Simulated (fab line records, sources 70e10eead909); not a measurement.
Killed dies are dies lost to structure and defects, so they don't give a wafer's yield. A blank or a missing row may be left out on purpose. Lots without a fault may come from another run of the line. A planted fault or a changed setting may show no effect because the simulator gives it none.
Chamber matching | flow nand_harc | NHARC_A_STAIRCASE_ETCH_292 on rie_diel-04: 4 sister chambers
The step etches the open film in CF4/CHF3. 8 wafers are shown with their chamber, then 10 later ones without.

WAFERS WITH THEIR CHAMBER
wafer  | chamber | showerhead_plenum_p_Torr (Torr) | drypump_motor_current_A (A)
L083.1 | 3       | 1.53                            | 6.0
L083.6 | 2       | 1.52                            | 6.3
L086.2 | 1       | 1.61                            | 6.7
L086.4 | 2       | 1.51                            | 6.3
L085.1 | 3       | 1.53                            | 6.0
L085.5 | 0       | 1.47                            | 6.0
L089.2 | 1       | 1.61                            | 6.8
L089.3 | 0       | 1.46                            | 6.0

WAFERS WITHOUT THEIR CHAMBER
wafer  | showerhead_plenum_p_Torr (Torr) | drypump_motor_current_A (A)
L089.4 | 1.51                            | 6.3
L095.1 | 1.60                            | 6.8
L095.3 | 1.51                            | 6.3
L095.5 | 1.52                            | 6.0
L093.1 | 1.70                            | 6.0
L093.4 | 1.52                            | 6.0
L093.6 | 1.52                            | 6.0
L096.2 | 1.60                            | 6.7
L096.5 | 1.52                            | 6.0
L096.6 | 1.51                            | 6.3

WHICH CHAMBER EACH WENT THROUGH
wafer  | from the rows above | in truth
L089.4 | 2                   | 2
L095.1 | 1                   | 1
L095.3 | 2                   | 2
L095.5 | 3                   | 3
L093.1 | 1                   | 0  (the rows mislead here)
L093.4 | 3                   | 3
L093.6 | 3                   | 3
L096.2 | 1                   | 1
L096.5 | 3                   | 3
L096.6 | 2                   | 2
Placed correctly: 9 of 10. Can't be placed from these rows: 0. Placed wrongly: 1.
How it was worked out, from the rows above alone: a wafer's distance from a chamber is the root of the sum, over the readings, of the square of ((its reading less the chamber's mean) divided by the reading's scatter). The wafer belongs to the nearest chamber; if the next one is less than 2 further off, it can't be placed. A chamber's mean is the mean of its shown wafers. The scatter: the root of (the sum of the squares of (reading less its chamber's mean) over the shown wafers, divided by (wafers less chambers)).
